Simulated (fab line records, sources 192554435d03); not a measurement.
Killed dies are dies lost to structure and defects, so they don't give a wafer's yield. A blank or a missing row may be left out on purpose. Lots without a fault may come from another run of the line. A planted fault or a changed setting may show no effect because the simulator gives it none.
Chamber matching | flow n5_finfet | N5_BEOL_M5_ETCH_72 on rie_diel-02: 4 sister chambers
The step etches underlayer in N2/H2, target depth 6.5 nm, time 5.2 s. 4 wafers are shown with their chamber, then 7 later ones without.

WAFERS WITH THEIR CHAMBER
wafer  | chamber | showerhead_plenum_p_Torr (Torr)
L076.6 | 1       | 2.56
L077.2 | 0       | 2.42
L086.1 | 2       | 2.63
L086.3 | 3       | 2.60

WAFERS WITHOUT THEIR CHAMBER
wafer  | showerhead_plenum_p_Torr (Torr)
L086.5 | 2.55
L087.1 | 2.41
L087.3 | 2.63
L087.4 | 2.63
L092.3 | 2.73
L092.4 | 2.55
L092.5 | 2.55

WHICH CHAMBER EACH WENT THROUGH
wafer  | from the rows above          | in truth
L086.5 | can't be placed: 1 or 3 or 2 | 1
L087.1 | 0                            | 0
L087.3 | can't be placed: 2 or 3 or 1 | 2
L087.4 | can't be placed: 2 or 3 or 1 | 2
L092.3 | can't be placed: 2 or 3 or 1 | 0
L092.4 | can't be placed: 1 or 3 or 2 | 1
L092.5 | can't be placed: 1 or 3 or 2 | 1
Placed correctly: 1 of 7. Can't be placed from these rows: 6 (the true chamber is among the candidates in 5). Placed wrongly: 0.
How it was worked out, from the rows above alone: a wafer's distance from a chamber is the root of the sum, over the readings, of the square of ((its reading less the chamber's mean) divided by the reading's scatter). The wafer belongs to the nearest chamber; if the next one is less than 2 further off, it can't be placed. A chamber's mean is the mean of its shown wafers. The scatter: with one shown wafer a chamber, the root of the mean of the squares of how far each hidden wafer lies from its nearest shown one.
